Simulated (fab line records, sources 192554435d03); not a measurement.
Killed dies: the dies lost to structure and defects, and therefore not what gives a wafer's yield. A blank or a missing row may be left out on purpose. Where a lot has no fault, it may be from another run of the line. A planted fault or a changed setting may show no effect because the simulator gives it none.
What tool caused it? || flow n5 finfet || 24 lots with 72 wafers sampled at 2 steps, on a route of 1938 steps

## WHAT THE GAUGES SHOWED, per wafer
N5_SD_ACTIVATION_RS_MEAS_03: measurement is done with a four-point probe.
{"lot": "L074", "measured": "day 3 10:18", "on": "film metro-02", "RS_SD_N (ohm/sq)": "21.4 21.4 21.4", "RS_SD_P (ohm/sq)": "55.7 55.2 55.5"}
{"lot": "L075", "measured": "day 3 17:37", "on": "film metro-01", "RS_SD_N (ohm/sq)": "22.0 21.9 22.0", "RS_SD_P (ohm/sq)": "57.3 56.3 56.6"}
{"lot": "L076", "measured": "day 4 00:38", "on": "film metro-01", "RS_SD_N (ohm/sq)": "21.4 21.6 21.6", "RS_SD_P (ohm/sq)": "57.7 57.6 56.9"}
{"lot": "L077", "measured": "day 4 04:37", "on": "film metro-01", "RS_SD_N (ohm/sq)": "21.8 21.9 22.2", "RS_SD_P (ohm/sq)": "55.1 54.9 55.3"}
{"lot": "L078", "measured": "day 4 12:28", "on": "film metro-01", "RS_SD_N (ohm/sq)": "22.1 22.0 22.2", "RS_SD_P (ohm/sq)": "55.2 55.5 56.3"}
{"lot": "L079", "measured": "day 4 18:55", "on": "film metro-02", "RS_SD_N (ohm/sq)": "21.5 21.5 21.5", "RS_SD_P (ohm/sq)": "57.2 56.4 57.8"}
{"lot": "L080", "measured": "day 5 00:20", "on": "film metro-02", "RS_SD_N (ohm/sq)": "22.0 21.7 21.8", "RS_SD_P (ohm/sq)": "56.3 56.8 56.8"}
{"lot": "L081", "measured": "day 5 02:41", "on": "film metro-02", "RS_SD_N (ohm/sq)": "21.8 22.0 22.0", "RS_SD_P (ohm/sq)": "56.9 55.8 55.5"}
{"lot": "L082", "measured": "day 5 12:40", "on": "film metro-01", "RS_SD_N (ohm/sq)": "22.1 21.7 22.0", "RS_SD_P (ohm/sq)": "57.1 56.6 56.3"}
{"lot": "L083", "measured": "day 5 19:29", "on": "film metro-02", "RS_SD_N (ohm/sq)": "21.7 21.9 21.5", "RS_SD_P (ohm/sq)": "55.2 55.8 55.9"}
{"lot": "L084", "measured": "day 6 01:05", "on": "film metro-01", "RS_SD_N (ohm/sq)": "21.5 21.7 21.3", "RS_SD_P (ohm/sq)": "57.5 57.2 56.4"}
{"lot": "L085", "measured": "day 6 06:37", "on": "film metro-02", "RS_SD_N (ohm/sq)": "21.9 21.9 22.0", "RS_SD_P (ohm/sq)": "56.0 56.7 55.7"}
{"lot": "L086", "measured": "day 6 13:11", "on": "film metro-02", "RS_SD_N (ohm/sq)": "22.0 22.3 22.4", "RS_SD_P (ohm/sq)": "55.8 55.3 55.4"}
{"lot": "L087", "measured": "day 6 17:00", "on": "film metro-01", "RS_SD_N (ohm/sq)": "22.0 22.3 22.1", "RS_SD_P (ohm/sq)": "57.6 57.8 57.3"}
{"lot": "L088", "measured": "day 6 20:04", "on": "film metro-02", "RS_SD_N (ohm/sq)": "22.1 21.6 21.7", "RS_SD_P (ohm/sq)": "57.2 57.1 57.4"}
{"lot": "L089", "measured": "day 7 03:06", "on": "film metro-01", "RS_SD_N (ohm/sq)": "22.3 22.3 22.3", "RS_SD_P (ohm/sq)": "57.9 58.6 57.1"}
{"lot": "L090", "measured": "day 7 08:49", "on": "film metro-02", "RS_SD_N (ohm/sq)": "22.2 22.3 22.2", "RS_SD_P (ohm/sq)": "56.1 55.7 56.5"}
{"lot": "L091", "measured": "day 7 15:16", "on": "film metro-01", "RS_SD_N (ohm/sq)": "22.1 21.9 22.2", "RS_SD_P (ohm/sq)": "54.8 54.4 54.9"}
{"lot": "L092", "measured": "day 7 22:07", "on": "film metro-01", "RS_SD_N (ohm/sq)": "22.0 22.4 22.1", "RS_SD_P (ohm/sq)": "55.2 55.3 54.6"}
{"lot": "L093", "measured": "day 8 04:39", "on": "film metro-01", "RS_SD_N (ohm/sq)": "21.7 21.9 22.1", "RS_SD_P (ohm/sq)": "56.6 56.5 56.3"}
{"lot": "L094", "measured": "day 8 10:29", "on": "film metro-01", "RS_SD_N (ohm/sq)": "22.1 22.1 22.3", "RS_SD_P (ohm/sq)": "56.7 55.9 56.1"}
{"lot": "L095", "measured": "day 8 14:21", "on": "film metro-02", "RS_SD_N (ohm/sq)": "22.2 22.3 22.4", "RS_SD_P (ohm/sq)": "55.7 56.3 56.5"}
{"lot": "L096", "measured": "day 9 03:49", "on": "film metro-01", "RS_SD_N (ohm/sq)": "21.8 21.7 21.6", "RS_SD_P (ohm/sq)": "56.8 56.3 56.1"}
{"lot": "L097", "measured": "day 9 04:24", "on": "film metro-01", "RS_SD_N (ohm/sq)": "22.3 22.2 22.1", "RS_SD_P (ohm/sq)": "56.6 56.9 56.6"}

## EACH LOT AND THE TOOL THAT RAN IT (in order: tool; ch and the chambers of the sampled wafers; start)
{"lot": "L074", "N5_SD_ACTIVATION_LSA_01": "laser anneal-01 ch 0, day 3 10:06"}
{"lot": "L075", "N5_SD_ACTIVATION_LSA_01": "laser anneal-02 ch 0, day 3 17:25"}
{"lot": "L076", "N5_SD_ACTIVATION_LSA_01": "laser anneal-01 ch 0, day 4 00:26"}
{"lot": "L077", "N5_SD_ACTIVATION_LSA_01": "laser anneal-02 ch 0, day 4 04:25"}
{"lot": "L078", "N5_SD_ACTIVATION_LSA_01": "laser anneal-01 ch 0, day 4 12:16"}
{"lot": "L079", "N5_SD_ACTIVATION_LSA_01": "laser anneal-02 ch 0, day 4 18:43"}
{"lot": "L080", "N5_SD_ACTIVATION_LSA_01": "laser anneal-01 ch 0, day 5 00:08"}
{"lot": "L081", "N5_SD_ACTIVATION_LSA_01": "laser anneal-02 ch 0, day 5 02:29"}
{"lot": "L082", "N5_SD_ACTIVATION_LSA_01": "laser anneal-01 ch 0, day 5 12:27"}
{"lot": "L083", "N5_SD_ACTIVATION_LSA_01": "laser anneal-02 ch 0, day 5 19:17"}
{"lot": "L084", "N5_SD_ACTIVATION_LSA_01": "laser anneal-01 ch 0, day 6 00:54"}
{"lot": "L085", "N5_SD_ACTIVATION_LSA_01": "laser anneal-02 ch 0, day 6 06:25"}
{"lot": "L086", "N5_SD_ACTIVATION_LSA_01": "laser anneal-01 ch 0, day 6 12:59"}
{"lot": "L087", "N5_SD_ACTIVATION_LSA_01": "laser anneal-02 ch 0, day 6 16:48"}
{"lot": "L088", "N5_SD_ACTIVATION_LSA_01": "laser anneal-01 ch 0, day 6 19:50"}
{"lot": "L089", "N5_SD_ACTIVATION_LSA_01": "laser anneal-02 ch 0, day 7 02:53"}
{"lot": "L090", "N5_SD_ACTIVATION_LSA_01": "laser anneal-01 ch 0, day 7 08:36"}
{"lot": "L091", "N5_SD_ACTIVATION_LSA_01": "laser anneal-02 ch 0, day 7 15:04"}
{"lot": "L092", "N5_SD_ACTIVATION_LSA_01": "laser anneal-01 ch 0, day 7 21:56"}
{"lot": "L093", "N5_SD_ACTIVATION_LSA_01": "laser anneal-01 ch 0, day 8 04:28"}
{"lot": "L094", "N5_SD_ACTIVATION_LSA_01": "laser anneal-02 ch 0, day 8 10:19"}
{"lot": "L095", "N5_SD_ACTIVATION_LSA_01": "laser anneal-02 ch 0, day 8 14:09"}
{"lot": "L096", "N5_SD_ACTIVATION_LSA_01": "laser anneal-01 ch 0, day 9 03:36"}
{"lot": "L097", "N5_SD_ACTIVATION_LSA_01": "laser anneal-02 ch 0, day 9 04:12"}
- N5_SD_ACTIVATION_LSA_01: time 0.0008 s.

## WHAT THE TOOLS THEMSELVES READ (means of the sampled wafers that have a number; where no wafer has one, the mark that the record gives instead)
N5_SD_ACTIVATION_LSA_01.
{"lot": "L074", "tool": "laser anneal-01", "wafer_temp_C_max": 1084.7}
{"lot": "L075", "tool": "laser anneal-02", "wafer_temp_C_max": 1084.4}
{"lot": "L076", "tool": "laser anneal-01", "wafer_temp_C_max": 1084.0}
{"lot": "L077", "tool": "laser anneal-02", "wafer_temp_C_max": 1084.1}
{"lot": "L078", "tool": "laser anneal-01", "wafer_temp_C_max": 1085.0}
{"lot": "L079", "tool": "laser anneal-02", "wafer_temp_C_max": 1084.2}
{"lot": "L080", "tool": "laser anneal-01", "wafer_temp_C_max": 1084.4}
{"lot": "L081", "tool": "laser anneal-02", "wafer_temp_C_max": 1084.7}
{"lot": "L082", "tool": "laser anneal-01", "wafer_temp_C_max": 1084.8}
{"lot": "L083", "tool": "laser anneal-02", "wafer_temp_C_max": 1084.9}
{"lot": "L084", "tool": "laser anneal-01", "wafer_temp_C_max": 1085.2}
{"lot": "L085", "tool": "laser anneal-02", "wafer_temp_C_max": 1084.2}
{"lot": "L086", "tool": "laser anneal-01", "wafer_temp_C_max": 1084.9}
{"lot": "L087", "tool": "laser anneal-02", "wafer_temp_C_max": 1083.4}
{"lot": "L088", "tool": "laser anneal-01", "wafer_temp_C_max": 1084.5}
{"lot": "L089", "tool": "laser anneal-02", "wafer_temp_C_max": 1083.8}
{"lot": "L090", "tool": "laser anneal-01", "wafer_temp_C_max": 1084.2}
{"lot": "L091", "tool": "laser anneal-02", "wafer_temp_C_max": 1084.5}
{"lot": "L092", "tool": "laser anneal-01", "wafer_temp_C_max": 1084.2}
{"lot": "L093", "tool": "laser anneal-01", "wafer_temp_C_max": 1084.7}
{"lot": "L094", "tool": "laser anneal-02", "wafer_temp_C_max": 1084.5}
{"lot": "L095", "tool": "laser anneal-02", "wafer_temp_C_max": 1084.4}
{"lot": "L096", "tool": "laser anneal-01", "wafer_temp_C_max": 1084.3}
{"lot": "L097", "tool": "laser anneal-02", "wafer_temp_C_max": 1084.0}

## THE ANSWER, worked out from the rows above alone
Rule: the usual values come from the lots themselves. Put in order of their means at a reading, lots are off if they are a third of the lots or fewer, leave a main group of 4 or more, and stand apart from it by a gap of 3 or more times the standard deviation of the main group's means; of several such gaps the widest counts. A main group whose means are all the same, to the digits that the tables above print for the reading, isn't used. A lot without any number at a reading at which 4 lots or more have one is off too. The other lots that the step has rows for count as sound. The gauges are gone through in route order, then the tools' own readings, and for those a lot's mean is taken as printed above. The first step at which some lot is off is used, and at that step the reading that is off furthest; a lot without a number counts as furthest.
No lot is off on any of the readings shown, so nothing can be concluded from this.

## WHAT THE SIMULATOR HAD PUT IN
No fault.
